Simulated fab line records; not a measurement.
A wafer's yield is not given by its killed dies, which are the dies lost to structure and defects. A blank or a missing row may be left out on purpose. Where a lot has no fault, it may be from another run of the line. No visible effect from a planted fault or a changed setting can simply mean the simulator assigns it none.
fab line records	flow nandHarc
record: lots: 24	wafers: 72	lastDay: 33
route steps=1302 shown A_BLC@1126 A_M0@1150 A_M1@1181 A_BONDPAD@1226
lots with no fault: from the same line, run without faults
startH: start of the lot's first displayed wafer, in hours after the record's first day	waitH: hours since the lot's step before	" as in the row above	L1.1+2: several wafers, shown together as one row	- value missing, or start not given	* or withheld: withheld	< > ~ a bound
route shown NAME@n: a module of which the file shows steps, and the number in the route of the first	usual: mean/standard deviation of fault-free wafers	same: alike in all rows	chamber/n: place in a boat	sites: the reading at each site	_std_site: the standard deviation of these	_edge_site: the outer-site mean with the inner-site mean subtracted	radiusMm: how far each site lies from the wafer's centre	mask NAME#n: copy n	behind: the tool/chamber that last shaped the wafer	hold: what put the lot on hold/how long, in hours/how the hold closed	device: the transistor (n, p or np) that didn't switch	end of line: the tests these same wafers got at the end of their route	step lacking rows: just its recipe	killed: dies lost to structure and defects at the first sort, not the wafer's yield	map: a wafer's dies, marking killed ones x, the rest . and places with no die _
set.NAME: the setting that was run; set.NAME@STEP: the one run at that earlier step	model.NAME: the simulator's own value behind a step, which no gauge read
a sample of lots followed through the steps of the route, with each step as a table and each wafer as a row
services: from which hour (startH, from the record's first day; less than 0 if before it) a tool's chamber was out of use, for how many hours, and why
== steps ==
step: NHARC_A_BLC_STRIP_21
recipe: o2FlowSccm: 500	arFlowSccm: 0	biasW: 0	chemistry: O2
usual: drypumpMotorCurrentA: 5.8/0.42	oesProductAu: 0.999/0.0092	rfVppV: 57.8/0.85	showerheadPlenumPTorr: 3.59/0.13	throttleValvePct: 17.038/0.0092
lot.wafer	tool	chamber	startH	waitH	drypumpMotorCurrentA	oesProductAu	rfHoursCounterH	rfVppV	showerheadPlenumPTorr	throttleValvePct
L074.2	rieDiel-05	1	516.12	0.1	5.7	0.983	8	59.3	3.69	17.061
L074.6	"	0	"	"	5.2	0.990	-	57.9	3.56	17.045
L074.5	"	1	"	"	5.7	0.985	-	57.8	3.69	17.043
L076.2	rieDiel-01	1	533.17	0.1	5.3	1.017	9	58.8	3.77	17.019
L076.1	"	0	"	"	5.2	1.002	9	57.5	3.53	17.030
L076.6	"	2	"	"	5.7	1.004	-	58.8	3.68	17.044
L077.2	rieDiel-05	1	535.67	0.1	5.7	0.987	10	58.4	3.69	17.043
L077.1	"	2	"	"	6.3	0.984	10	56.8	3.40	17.039
L077.5	"	2	"	"	6.4	0.972	-	57.0	3.40	17.039
L078.2	rieDiel-05	1	553.80	0.1	5.7	0.993	12	57.3	3.69	17.041
L078.3	"	2	"	"	6.4	0.990	12	57.7	3.40	17.035
L078.6	"	0	"	"	5.2	0.990	-	57.5	3.56	17.019
L079.3	rieDiel-05	0	564.34	0.1	5.2	0.992	12	58.3	3.56	17.046
L079.4	"	2	"	"	6.4	0.980	-	57.8	3.40	17.037
L079.5	"	0	"	"	5.2	0.999	-	57.5	3.56	17.022
L081.2	rieDiel-01	3	592.77	0.1	6.0	0.987	1	57.2	3.57	17.043
L081.3	"	1	"	"	5.3	1.005	1	57.0	3.77	17.045
L081.5	"	3	"	"	6.0	1.000	-	56.7	3.57	17.035
L075.3	rieDiel-05	2	596.79	0.1	6.4	0.998	0	56.2	3.40	17.034
L075.2	"	3	"	"	6.1	1.009	0	57.1	3.65	17.037
L075.1	"	0	"	"	5.2	1.011	1	57.2	3.56	17.042
L080.3	rieDiel-01	1	598.94	0.1	5.3	1.006	2	58.6	3.77	17.049
L080.1	"	2	"	"	5.7	1.017	2	57.8	3.68	17.041
L080.5	"	2	"	"	5.6	1.015	-	55.6	3.68	17.030
L082.1	rieDiel-01	3	607.78	0.1	6.0	0.989	2	59.1	3.56	17.039
L082.4	"	0	"	"	5.2	1.002	2	57.2	3.53	17.025
L082.2	"	1	"	"	5.3	1.011	2	57.2	3.77	17.031
L083.1	rieDiel-09	2	611.74	0.1	5.6	0.994	32	57.8	3.28	17.020
L083.2	"	3	"	"	6.2	1.008	40	58.5	3.72	17.028
L083.6	"	0	"	"	5.9	1.019	-	58.4	3.73	17.046
L084.1	rieDiel-05	3	611.84	0.1	6.0	0.993	3	59.2	3.65	17.035
L084.2	"	0	"	"	5.2	0.999	3	58.1	3.56	17.044
L084.6	"	3	"	"	6.1	1.008	-	57.5	3.65	17.034
L085.1	rieDiel-09	2	633.20	0.1	5.6	1.012	39	57.2	3.27	17.028
L085.3	"	1	"	"	6.3	1.005	36	58.2	3.70	17.033
L085.6	"	2	"	"	5.6	1.012	-	57.3	3.27	17.049
L086.1	rieDiel-05	1	642.89	0.1	5.7	0.998	5	58.4	3.68	17.037
L086.3	"	3	"	"	6.0	0.985	5	57.2	3.64	17.033
L086.5	"	2	"	"	6.3	1.000	-	56.8	3.40	17.048
L087.1	rieDiel-09	2	658.14	0.1	5.6	1.004	45	56.8	3.27	17.048
L087.4	"	1	"	"	6.4	0.995	-	57.5	3.69	17.047
L087.6	"	2	"	"	5.6	0.999	-	57.2	3.27	17.021
L090.3	rieDiel-05	3	663.42	0.1	6.1	1.009	7	58.8	3.64	17.029
L090.1	"	0	"	"	5.2	1.006	7	57.2	3.56	17.050
L090.6	"	2	"	"	6.3	0.999	-	57.6	3.40	17.035
L089.1	rieDiel-05	1	664.15	0.1	5.7	0.995	8	58.9	3.68	17.035
L089.4	"	3	"	"	6.0	1.003	7	58.5	3.64	17.027
L089.5	"	2	"	"	6.4	0.997	-	56.5	3.40	17.050
L088.1	rieDiel-01	2	674.85	0.1	5.6	0.999	8	59.5	3.67	17.027
L088.5	"	0	"	"	5.1	1.008	-	57.9	3.52	17.037
L088.6	"	1	"	"	5.3	1.010	-	58.7	3.77	17.048
L092.2	rieDiel-01	3	676.72	0.1	5.9	0.994	8	57.2	3.56	17.052
L092.3	"	0	"	"	5.1	0.995	7	58.0	3.52	17.045
L092.4	"	2	"	"	5.6	0.994	8	56.4	3.67	17.036
L091.4	rieDiel-05	0	680.18	0.1	5.2	1.003	8	58.2	3.55	17.038
L091.2	"	1	"	"	5.7	0.982	9	58.9	3.68	17.055
L091.6	"	2	"	"	6.4	1.003	-	57.4	3.40	17.049
L093.3	rieDiel-01	3	701.30	0.1	6.0	1.010	9	58.6	3.56	17.052
L093.5	"	2	"	"	5.6	1.007	-	56.9	3.67	17.034
L093.6	"	3	"	"	6.0	1.012	-	56.9	3.56	17.028
L095.1	rieDiel-01	2	733.85	0.1	5.6	0.999	11	57.6	3.67	17.055
L095.6	"	1	"	"	5.3	1.008	-	58.2	3.77	17.043
L095.5	"	2	"	"	5.7	1.002	-	58.5	3.67	17.050
L096.3	rieDiel-05	2	736.28	0.1	6.3	0.999	12	56.0	3.40	17.037
L096.1	"	0	"	"	5.2	0.990	14	58.2	3.55	17.031
L096.5	"	3	"	"	6.0	0.996	-	57.4	3.64	17.032
L094.1	rieDiel-05	3	740.42	0.1	6.0	0.996	14	57.1	3.64	17.033
L094.4	"	0	"	"	5.2	0.993	14	56.8	3.55	17.046
L094.5	"	1	"	"	5.7	0.991	-	57.0	3.68	17.043
L097.3	rieDiel-05	1	743.80	0.1	5.7	0.988	14	57.4	3.68	17.025
L097.1	"	3	"	"	6.0	0.992	14	57.7	3.64	17.050
L097.6	"	0	"	"	5.2	1.001	-	57.5	3.55	17.047
step: NHARC_A_M0_DESCUM_14
recipe: timeS: 3	o2FlowSccm: 200	arFlowSccm: 0	biasPowerW: 0	chemistry: O2
usual: drypumpMotorCurrentA: 5.9/0.47	oesProductAu: 0.995/0.01	rfVppV: 57.7/0.92	showerheadPlenumPTorr: 1.91/0.083	throttleValvePct: 11.312/0.0085
lot.wafer	tool	chamber	startH	waitH	drypumpMotorCurrentA	oesProductAu	rfHoursCounterH	rfVppV	showerheadPlenumPTorr	throttleValvePct
L074.2	rieDiel-11	1	519.10	0.1	5.1	0.993	4.5	57.6	1.96	11.302
L074.5	"	2	"	"	5.7	1.005	-	58.3	1.96	11.311
L074.6	"	3	"	"	6.4	0.995	-	58.6	1.88	11.292
L076.2	rieDiel-11	2	536.05	0.1	5.7	0.993	6.8	56.8	1.96	11.316
L076.1	"	1	"	"	5.2	0.995	6.1	57.5	1.96	11.314
L076.6	"	2	"	"	5.7	0.992	-	58.3	1.96	11.304
L077.2	rieDiel-07	1	538.57	0.1	5.8	1.006	3.2	58.4	1.82	11.305
L077.1	"	2	"	"	6.5	1.002	3.4	57.4	1.94	11.312
L077.5	"	2	"	"	6.5	0.992	-	56.9	1.94	11.296
L078.2	rieDiel-11	2	556.67	0.1	5.7	0.988	7.5	57.3	1.96	11.317
L078.3	"	0	"	"	5.7	1.005	6.2	57.6	1.84	11.306
L078.6	"	2	"	"	5.7	0.984	-	57.6	1.96	11.319
L079.4	rieDiel-04	3	567.37	0.1	6.0	0.991	1.2	57.8	2.05	11.321
L079.3	"	0	"	"	6.1	0.991	1.9	60.3	2.03	11.321
L079.5	"	0	"	"	6.1	0.984	-	57.8	2.03	11.317
L081.3	rieDiel-04	0	595.66	0.1	6.1	0.981	2.2	56.5	2.03	11.300
L081.2	"	2	"	"	6.5	0.977	1.9	59.3	1.90	11.302
L081.5	"	3	"	"	6.1	0.985	-	58.6	2.05	11.304
L075.2	rieDiel-11	0	599.70	0.1	5.7	1.003	8.6	57.0	1.84	11.306
L075.3	"	1	"	"	5.1	0.998	8.9	58.9	1.96	11.307
L075.1	"	2	"	"	5.7	0.996	9.9	58.3	1.96	11.322
L080.1	rieDiel-07	1	601.82	0.1	5.8	0.999	8.3	56.6	1.81	11.310
L080.3	"	2	"	"	6.5	0.989	6.2	58.6	1.94	11.320
L080.5	"	1	"	"	5.8	1.000	-	59.5	1.81	11.309
L082.1	rieDiel-07	2	610.71	0.1	6.5	0.990	6.4	57.1	1.94	11.319
L082.2	"	3	"	"	6.2	1.008	3.6	57.5	1.80	11.322
L082.4	"	1	"	"	5.8	0.997	-	57.6	1.81	11.310
L083.1	rieDiel-04	0	614.61	0.1	6.0	0.980	4.4	59.7	2.03	11.326
L083.2	"	1	"	"	4.9	0.996	4.7	57.9	1.87	11.324
L083.6	"	0	"	"	6.1	0.988	-	58.8	2.03	11.311
L084.1	rieDiel-04	1	615.04	0.1	4.9	0.983	4.8	55.8	1.87	11.326
L084.2	"	0	"	"	6.0	0.979	4.5	56.4	2.03	11.315
L084.6	"	2	"	"	6.5	0.980	-	57.5	1.90	11.309
L085.3	rieDiel-04	2	635.97	0.1	6.5	0.970	5.5	57.6	1.90	11.318
L085.1	"	0	"	"	6.0	0.982	5.9	57.9	2.03	11.307
L085.6	"	2	"	"	6.5	0.989	-	59.1	1.90	11.303
L086.3	rieDiel-04	3	645.67	0.1	6.0	0.987	6.2	57.1	2.05	11.310
L086.1	"	0	"	"	6.0	0.978	6.5	59.6	2.03	11.295
L086.5	"	3	"	"	6.0	0.985	-	58.3	2.05	11.317
L087.4	rieDiel-07	0	661.04	0.1	6.0	0.994	0.1	57.3	1.82	11.324
L087.1	"	2	"	"	6.5	1.011	0.1	58.7	1.94	11.337
L087.6	"	3	"	"	6.3	1.002	-	57.9	1.80	11.295
L090.1	rieDiel-04	3	666.20	0.1	6.0	0.997	7.2	58.0	2.05	11.317
L090.3	"	2	"	"	6.5	0.996	7.3	58.4	1.90	11.320
L090.6	"	0	"	"	6.1	0.988	-	56.9	2.03	11.313
L089.1	rieDiel-07	2	667.08	0.1	6.5	1.000	0.9	56.4	1.94	11.299
L089.4	"	2	"	"	6.5	0.991	-	58.1	1.94	11.312
L089.5	"	1	"	"	5.8	1.005	-	55.4	1.81	11.321
L088.1	rieDiel-11	1	677.74	0.1	5.2	0.998	2.6	56.6	1.96	11.310
L088.5	"	0	"	"	5.7	1.015	-	58.1	1.84	11.315
L088.6	"	1	"	"	5.1	0.995	-	57.3	1.96	11.317
L092.2	rieDiel-07	0	679.48	0.1	6.0	1.010	1.7	57.3	1.82	11.298
L092.3	"	2	"	"	6.5	1.012	1.6	56.5	1.94	11.302
L092.4	"	1	"	"	5.7	1.006	-	56.1	1.81	11.307
L091.2	rieDiel-07	1	683.04	0.1	5.8	0.996	1.6	57.4	1.81	11.307
L091.4	"	2	"	"	6.6	1.006	1.7	56.5	1.94	11.319
L091.6	"	1	"	"	5.8	1.002	-	57.2	1.81	11.304
L093.3	rieDiel-07	0	704.19	0.1	6.0	0.988	3.4	57.1	1.82	11.313
L093.5	"	2	"	"	6.5	1.005	-	58.5	1.94	11.299
L093.6	"	3	"	"	6.3	0.999	-	56.7	1.80	11.305
L095.1	rieDiel-04	2	736.60	0.1	6.5	0.988	0.8	58.6	1.90	11.308
L095.6	"	2	"	"	6.5	0.998	-	59.1	1.90	11.323
L095.5	"	3	"	"	6.0	0.995	-	57.7	2.05	11.303
L096.1	rieDiel-11	2	739.61	0.1	5.7	1.006	6.6	56.9	1.96	11.308
L096.3	"	3	"	"	6.4	1.006	7.0	55.6	1.88	11.316
L096.5	"	0	"	"	5.7	1.014	-	58.1	1.84	11.323
L094.4	rieDiel-07	0	743.22	0.1	6.0	0.986	5.7	58.9	1.82	11.315
L094.1	"	1	"	"	5.8	0.994	4.4	58.0	1.81	11.304
L094.5	"	0	"	"	6.0	0.986	-	58.1	1.82	11.302
L097.3	rieDiel-04	3	746.69	0.1	6.1	0.981	1.1	57.4	2.05	11.315
L097.1	"	0	"	"	6.1	0.991	1.5	57.7	2.03	11.326
L097.6	"	3	"	"	6.1	0.987	-	59.4	2.05	11.299
step: NHARC_A_M0_ETCH_34
recipe: targetDepthA: 400	overetchA: 120	timeS: 43.94	ionEnergyEv: 200	n2FlowSccm: 150	h2FlowSccm: 150	arFlowSccm: 0	rfW: 400	biasW: 150	chemistry: N2/H2
usual: drypumpMotorCurrentA: 5.9/0.5	oesProductAu: 0.997/0.01	rfVppV: 430.4/2.6	showerheadPlenumPTorr: 2.03/0.089	throttleValvePct: 14.171/0.0099
lot.wafer	tool	chamber	startH	waitH	drypumpMotorCurrentA	oesProductAu	rfHoursCounterH	rfVppV	showerheadPlenumPTorr	throttleValvePct
L074.2	rieDiel-11	3	519.17	0.1	6.5	0.990	4.7	428.4	2.00	14.173
L074.5	"	1	"	"	5.1	0.987	-	430.6	2.09	14.181
L074.6	"	2	"	"	5.7	0.985	-	433.9	2.10	14.179
L076.2	rieDiel-11	3	536.14	0.1	6.5	0.999	6.3	431.3	2.00	14.181
L076.1	"	0	"	"	5.7	1.005	5.6	428.8	1.96	14.165
L076.6	"	2	"	"	5.7	0.988	-	431.3	2.09	14.183
L077.2	rieDiel-07	2	538.70	0.1	6.5	1.000	3.4	432.5	2.07	14.166
L077.1	"	1	"	"	5.7	1.012	3.2	427.2	1.93	14.174
L077.5	"	1	"	"	5.7	1.007	-	427.7	1.93	14.166
L078.3	rieDiel-11	2	556.76	0.1	5.7	0.985	7.5	433.9	2.09	14.168
L078.2	"	3	"	"	6.4	0.985	7.0	429.0	2.00	14.177
L078.6	"	2	"	"	5.7	0.986	-	431.8	2.09	14.175
L079.4	rieDiel-04	0	567.46	0.1	6.0	0.989	1.9	432.6	2.17	14.164
L079.3	"	3	"	"	6.0	1.002	1.2	435.5	2.19	14.182
L079.5	"	0	"	"	6.1	0.987	-	435.2	2.17	14.173
L081.3	rieDiel-04	2	595.74	0.1	6.5	0.983	1.9	429.7	2.03	14.147
L081.2	"	1	"	"	5.0	0.990	2.5	429.6	1.99	14.178
L081.5	"	2	"	"	6.5	0.983	-	429.9	2.03	14.168
L075.2	rieDiel-11	0	599.79	0.1	5.7	1.001	8.6	428.9	1.96	14.171
L075.3	"	1	"	"	5.1	0.991	8.9	433.8	2.09	14.176
L075.1	"	2	"	"	5.7	0.980	9.9	431.7	2.09	14.170
L080.3	rieDiel-07	2	601.91	0.1	6.5	1.000	6.2	430.9	2.07	14.163
L080.1	"	3	"	"	6.3	1.012	3.4	429.8	1.92	14.187
L080.5	"	1	"	"	5.8	1.017	-	427.3	1.93	14.166
L082.2	rieDiel-07	3	610.80	0.1	6.3	1.016	3.6	427.8	1.92	14.166
L082.1	"	1	"	"	5.8	0.997	8.4	427.0	1.93	14.171
L082.4	"	2	"	"	6.5	0.993	-	429.9	2.07	14.174
L083.2	rieDiel-04	1	614.70	0.1	4.9	0.992	4.7	428.4	1.99	14.202
L083.1	"	2	"	"	6.5	0.984	4.6	430.5	2.03	14.166
L083.6	"	0	"	"	6.1	0.987	-	433.8	2.17	14.171
L084.1	rieDiel-04	1	615.14	0.1	4.9	0.988	4.8	430.8	1.99	14.166
L084.2	"	3	"	"	6.0	1.001	4.6	435.9	2.19	14.169
L084.6	"	1	"	"	5.0	0.989	-	428.9	1.99	14.187
L085.1	rieDiel-04	0	636.06	0.1	6.1	0.993	5.9	434.3	2.17	14.166
L085.3	"	1	"	"	5.0	0.998	6.1	428.6	1.99	14.165
L085.6	"	3	"	"	6.0	1.002	-	434.5	2.19	14.160
L086.1	rieDiel-04	1	645.75	0.1	4.9	0.982	6.5	428.6	1.99	14.179
L086.3	"	3	"	"	6.0	0.987	6.2	435.2	2.19	14.171
L086.5	"	0	"	"	6.0	0.982	-	433.4	2.16	14.164
L087.1	rieDiel-07	1	661.12	0.1	5.8	1.002	0.1	427.4	1.93	14.199
L087.4	"	3	"	"	6.2	1.012	0.1	427.5	1.92	14.163
L087.6	"	0	"	"	6.0	0.990	-	426.8	1.94	14.163
L090.1	rieDiel-04	1	666.29	0.1	4.9	1.001	7.8	430.5	1.99	14.146
L090.3	"	3	"	"	6.0	1.002	7.2	433.9	2.19	14.173
L090.6	"	0	"	"	6.1	0.992	-	434.3	2.16	14.167
L089.1	rieDiel-07	2	667.18	0.1	6.6	0.993	0.9	431.1	2.07	14.180
L089.4	"	0	"	"	6.0	1.002	-	426.9	1.94	14.172
L089.5	"	1	"	"	5.8	0.999	-	427.6	1.93	14.153
L088.1	rieDiel-11	2	677.82	0.1	5.7	1.011	2.6	430.7	2.09	14.177
L088.5	"	1	"	"	5.1	0.996	-	432.0	2.09	14.180
L088.6	"	2	"	"	5.7	1.003	-	431.4	2.09	14.169
L092.2	rieDiel-07	1	679.59	0.1	5.8	1.000	1.4	426.5	1.93	14.177
L092.3	"	2	"	"	6.5	1.003	1.6	431.1	2.07	14.176
L092.4	"	0	"	"	6.0	0.986	-	428.0	1.94	14.177
L091.2	rieDiel-07	3	683.12	0.1	6.3	1.004	1.1	428.4	1.92	14.162
L091.4	"	0	"	"	6.0	0.994	1.8	427.9	1.94	14.162
L091.6	"	3	"	"	6.3	1.003	-	427.0	1.92	14.169
L093.3	rieDiel-07	3	704.26	0.1	6.3	1.009	2.7	426.4	1.92	14.179
L093.6	"	3	"	"	6.3	1.018	-	427.9	1.92	14.184
L093.5	"	0	"	"	6.0	1.003	-	428.7	1.94	14.166
L095.1	rieDiel-04	1	736.70	0.1	4.9	0.990	1.2	429.0	1.99	14.177
L095.6	"	2	"	"	6.5	1.000	-	431.5	2.03	14.177
L095.5	"	3	"	"	6.0	0.992	-	435.7	2.19	14.166
L096.3	rieDiel-11	1	739.68	0.1	5.1	1.006	3.7	431.4	2.09	14.190
L096.1	"	3	"	"	6.4	1.011	7.0	428.5	2.00	14.165
L096.5	"	1	"	"	5.1	1.020	-	433.9	2.09	14.178
L094.4	rieDiel-07	3	743.31	0.1	6.3	1.006	4.6	426.8	1.92	14.177
L094.1	"	0	"	"	6.0	0.997	5.7	427.7	1.94	14.174
L094.5	"	2	"	"	6.5	0.993	-	431.3	2.07	14.162
L097.1	rieDiel-04	1	746.77	0.1	4.9	0.990	1.4	427.4	1.99	14.182
L097.3	"	0	"	"	6.1	0.998	1.5	433.9	2.16	14.161
L097.6	"	1	"	"	4.9	0.996	-	429.6	1.99	14.167
step: NHARC_A_M1_INSPECT_11
usual: rawDefectCount: 85/43
lot.wafer	tool	chamber	startH	waitH	rawDefectCount
L074.2	defectInspect-01	-	523.06	0.0	148
L074.5	"	-	"	"	136
L074.6	"	-	"	"	149
L076.1	defectInspect-02	-	540.05	0.0	54
L076.2	"	-	"	"	72
L076.6	"	-	"	"	63
L077.1	defectInspect-02	-	542.82	0.0	96
L077.2	"	-	"	"	113
L077.5	"	-	"	"	121
L078.2	defectInspect-01	-	560.65	0.0	21
L078.3	"	-	"	"	11
L078.6	"	-	"	"	16
L079.3	defectInspect-01	-	571.26	0.0	78
L079.4	"	-	"	"	63
L079.5	"	-	"	"	69
L081.2	defectInspect-01	-	599.71	0.0	25
L081.3	"	-	"	"	26
L081.5	"	-	"	"	20
L075.1	defectInspect-02	-	604.04	0.0	100
L075.2	"	-	"	"	132
L075.3	"	-	"	"	128
L080.1	defectInspect-01	-	606.03	0.0	122
L080.3	"	-	"	"	120
L080.5	"	-	"	"	119
L082.1	defectInspect-01	-	615.05	0.0	76
L082.2	"	-	"	"	88
L082.4	"	-	"	"	95
L083.1	defectInspect-02	-	618.55	0.0	135
L083.2	"	-	"	"	118
L083.6	"	-	"	"	137
L084.1	defectInspect-02	-	619.26	0.0	43
L084.2	"	-	"	"	44
L084.6	"	-	"	"	44
L085.1	defectInspect-02	-	639.99	0.0	16
L085.3	"	-	"	"	18
L085.6	"	-	"	"	25
L086.1	defectInspect-01	-	650.07	0.0	159
L086.3	"	-	"	"	152
L086.5	"	-	"	"	159
L087.1	defectInspect-01	-	665.00	0.0	63
L087.4	"	-	"	"	81
L087.6	"	-	"	"	68
L090.1	defectInspect-02	-	671.28	0.0	19
L090.3	"	-	"	"	31
L090.6	"	-	"	"	23
L089.1	defectInspect-01	-	671.81	0.0	146
L089.4	"	-	"	"	143
L089.5	"	-	"	"	147
L088.1	defectInspect-01	-	681.64	0.0	121
L088.5	"	-	"	"	107
L088.6	"	-	"	"	120
L092.2	defectInspect-02	-	683.55	0.0	58
L092.3	"	-	"	"	66
L092.4	"	-	"	"	68
L091.2	defectInspect-02	-	687.21	0.0	117
L091.4	"	-	"	"	122
L091.6	"	-	"	"	116
L093.3	defectInspect-02	-	708.23	0.0	112
L093.5	"	-	"	"	124
L093.6	"	-	"	"	120
L095.1	defectInspect-01	-	740.46	0.0	86
L095.5	"	-	"	"	84
L095.6	"	-	"	"	79
L096.1	defectInspect-02	-	743.54	0.0	27
L096.3	"	-	"	"	21
L096.5	"	-	"	"	21
L094.1	defectInspect-01	-	747.26	0.0	86
L094.4	"	-	"	"	87
L094.5	"	-	"	"	78
L097.1	defectInspect-01	-	751.19	0.0	97
L097.3	"	-	"	"	88
L097.6	"	-	"	"	89
step: NHARC_A_M1_INSPECT_27
usual: rawDefectCount: 534/110
lot.wafer	tool	chamber	startH	waitH	rawDefectCount
L074.2	defectInspect-01	-	525.69	0.0	666
L074.5	"	-	"	"	507
L074.6	"	-	"	"	591
L076.1	defectInspect-02	-	542.73	0.0	453
L076.2	"	-	"	"	562
L076.6	"	-	"	"	476
L077.1	defectInspect-01	-	545.53	0.0	578
L077.2	"	-	"	"	530
L077.5	"	-	"	"	514
L078.2	defectInspect-02	-	563.28	0.0	604
L078.3	"	-	"	"	443
L078.6	"	-	"	"	429
L079.3	defectInspect-02	-	573.90	0.0	444
L079.4	"	-	"	"	506
L079.5	"	-	"	"	632
L081.2	defectInspect-01	-	602.80	0.0	505
L081.3	"	-	"	"	579
L081.5	"	-	"	"	468
L075.1	defectInspect-02	-	606.67	0.0	493
L075.2	"	-	"	"	443
L075.3	"	-	"	"	574
L080.1	defectInspect-02	-	608.65	0.0	476
L080.3	"	-	"	"	440
L080.5	"	-	"	"	519
L082.1	defectInspect-02	-	618.02	0.0	476
L082.2	"	-	"	"	384
L082.4	"	-	"	"	448
L083.1	defectInspect-01	-	621.49	0.0	494
L083.2	"	-	"	"	566
L083.6	"	-	"	"	451
L084.1	defectInspect-02	-	622.21	0.0	433
L084.2	"	-	"	"	388
L084.6	"	-	"	"	401
L085.1	defectInspect-02	-	643.04	0.0	620
L085.3	"	-	"	"	440
L085.6	"	-	"	"	458
L086.1	defectInspect-01	-	652.70	0.0	569
L086.3	"	-	"	"	566
L086.5	"	-	"	"	568
L087.1	defectInspect-01	-	669.53	0.0	333
L087.4	"	-	"	"	389
L087.6	"	-	"	"	345
L090.1	defectInspect-01	-	673.91	0.0	514
L090.3	"	-	"	"	475
L090.6	"	-	"	"	705
L089.1	defectInspect-02	-	674.48	0.0	606
L089.4	"	-	"	"	601
L089.5	"	-	"	"	647
L088.1	defectInspect-01	-	684.27	0.0	891
L088.5	"	-	"	"	683
L088.6	"	-	"	"	717
L092.2	defectInspect-01	-	686.20	0.0	481
L092.3	"	-	"	"	626
L092.4	"	-	"	"	450
L091.2	defectInspect-01	-	689.85	0.0	674
L091.4	"	-	"	"	744
L091.6	"	-	"	"	672
L093.3	defectInspect-01	-	710.86	0.0	491
L093.5	"	-	"	"	552
L093.6	"	-	"	"	462
L095.1	defectInspect-01	-	743.19	0.0	476
L095.5	"	-	"	"	500
L095.6	"	-	"	"	568
L096.1	defectInspect-01	-	746.17	0.0	572
L096.3	"	-	"	"	677
L096.5	"	-	"	"	583
L094.1	defectInspect-01	-	749.90	0.0	468
L094.4	"	-	"	"	461
L094.5	"	-	"	"	486
L097.1	defectInspect-01	-	753.81	0.0	500
L097.3	"	-	"	"	504
L097.6	"	-	"	"	646
step: NHARC_A_BONDPAD_PRE_CLEAN_26
recipe: timeS: 30	tempC: 280	gas: H2/He
usual: heaterPowerW: 403/50
lot.wafer	tool	chamber	startH	waitH	heaterPowerW
L074.2	pvdSputter-02	-	-	-	349
L074.5	"	-	"	"	352
L074.6	"	-	"	"	370
L076.1	pvdSputter-02	-	-	-	370
L076.2	"	-	"	"	357
L076.6	"	-	"	"	396
L077.1	pvdSputter-02	-	-	-	368
L077.2	"	-	"	"	402
L077.5	"	-	"	"	373
L078.3	pvdSputter-01	-	-	-	439
L078.2	"	-	"	"	347
L078.6	"	-	"	"	444
L079.4	pvdSputter-03	-	-	-	381
L079.3	"	-	"	"	435
L079.5	"	-	"	"	439
L081.3	pvdSputter-02	-	-	-	389
L081.2	"	-	"	"	378
L081.5	"	-	"	"	376
L075.1	pvdSputter-03	-	-	-	434
L075.2	"	-	"	"	376
L075.3	"	-	"	"	340
L080.1	pvdSputter-03	-	-	-	426
L080.3	"	-	"	"	449
L080.5	"	-	"	"	366
L082.2	pvdSputter-02	-	-	-	377
L082.4	"	-	"	"	398
L082.1	"	-	"	"	380
L083.2	pvdSputter-03	-	-	-	368
L083.1	"	-	"	"	338
L083.6	"	-	"	"	436
L084.2	pvdSputter-02	-	-	-	363
L084.1	"	-	"	"	396
L084.6	"	-	"	"	354
L085.3	pvdSputter-01	-	-	-	478
L085.1	"	-	"	"	364
L085.6	"	-	"	"	510
L086.3	pvdSputter-02	-	-	-	426
L086.1	"	-	"	"	331
L086.5	"	-	"	"	419
L087.1	pvdSputter-02	-	-	-	385
L087.4	"	-	"	"	422
L087.6	"	-	"	"	371
L090.1	pvdSputter-03	-	-	-	351
L090.3	"	-	"	"	437
L090.6	"	-	"	"	426
L089.4	pvdSputter-01	-	-	-	447
L089.1	"	-	"	"	506
L089.5	"	-	"	"	364
L088.1	pvdSputter-01	-	-	-	520
L088.6	"	-	"	"	355
L088.5	"	-	"	"	476
L092.2	pvdSputter-03	-	-	-	440
L092.3	"	-	"	"	377
L092.4	"	-	"	"	339
L091.4	pvdSputter-03	-	-	-	343
L091.2	"	-	"	"	423
L091.6	"	-	"	"	344
L093.3	pvdSputter-01	-	-	-	487
L093.5	"	-	"	"	483
L093.6	"	-	"	"	510
L095.1	pvdSputter-03	-	-	-	370
L095.6	"	-	"	"	433
L095.5	"	-	"	"	460
L096.1	pvdSputter-03	-	-	-	425
L096.3	"	-	"	"	370
L096.5	"	-	"	"	422
L094.1	pvdSputter-03	-	-	-	364
L094.4	"	-	"	"	343
L094.5	"	-	"	"	437
L097.1	pvdSputter-01	-	-	-	495
L097.3	"	-	"	"	518
L097.6	"	-	"	"	360
== services ==
tool	chamber	startH	hours	kind
rieDiel-07	3	506.26	65.0	repair
rieDiel-04	-	531.90	9.0	pm
rieDiel-07	0	536.98	5.4	repair
rieDiel-07	2	544.57	20.0	repair
rieDiel-07	-	545.19	0.6	repair
rieDiel-05	3	556.48	12.2	repair
rieDiel-07	0	560.46	70.7	repair
rieDiel-04	0	571.88	9.3	repair
rieDiel-05	-	583.79	9.0	pm
rieDiel-05	2	602.87	7.9	repair
rieDiel-11	3	608.05	9.4	repair
rieDiel-11	-	609.50	9.0	pm
rieDiel-07	-	648.25	9.0	pm
rieDiel-07	3	666.02	16.7	repair
rieDiel-04	0	669.44	8.6	repair
rieDiel-05	2	680.52	1.8	repair
rieDiel-07	1	688.34	10.6	repair
rieDiel-11	1	698.40	25.1	repair
rieDiel-07	2	704.25	4.4	repair
rieDiel-04	-	708.90	9.0	pm
rieDiel-05	0	719.12	3.6	repair
rieDiel-05	1	725.06	4.5	repair
rieDiel-04	0	740.68	4.4	repair
rieDiel-07	-	740.92	0.7	repair
== key ==
fault none
